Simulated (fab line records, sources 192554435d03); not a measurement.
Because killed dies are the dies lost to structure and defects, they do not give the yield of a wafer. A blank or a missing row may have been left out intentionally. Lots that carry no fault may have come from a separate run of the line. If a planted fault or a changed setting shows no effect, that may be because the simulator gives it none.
Matching of chambers -- flow n5_finfet -- N5_BEOL_M4_ALD_84 on ald_metal-03: 3 sister chambers
The step deposits TaN, pulse time 2 s, purge time 3 s, co reactant purge time 2 s. 3 wafers are shown with their chamber, then 8 later ones without.

## WAFERS, EACH WITH ITS CHAMBER
wafer,chamber,heater_power_outer_w (W)
L086.1,2,248
L086.3,1,272
L086.4,0,197

## WAFERS WITHOUT THEIR CHAMBER
wafer,heater_power_outer_w (W)
L088.1,201
L088.3,245
L095.1,196
L095.3,271
L095.6,199
L096.1,194
L096.4,273
L096.5,277

## WHICH CHAMBER EACH ONE RAN IN
wafer,from the rows above,in truth
L088.1,0,0
L088.3,2,2
L095.1,0,0
L095.3,1,1
L095.6,0,0
L096.1,0,0
L096.4,1,1
L096.5,1,1
8 of 8 placed correctly. Not placeable from these rows: 0. 0 placed wrongly.
How it was worked out, from the rows above alone: a wafer's distance from a chamber is the root of the sum, over the readings, of the square of ((its reading less the chamber's mean) divided by the reading's scatter). If the next closest chamber is less than 2 further off than the closest, the wafer can't be placed; otherwise it belongs to the closest. Each chamber's mean is taken over the wafers shown for it. The scatter: root of mean squared gap, hidden wafer to nearest shown wafer, with one shown wafer a chamber.
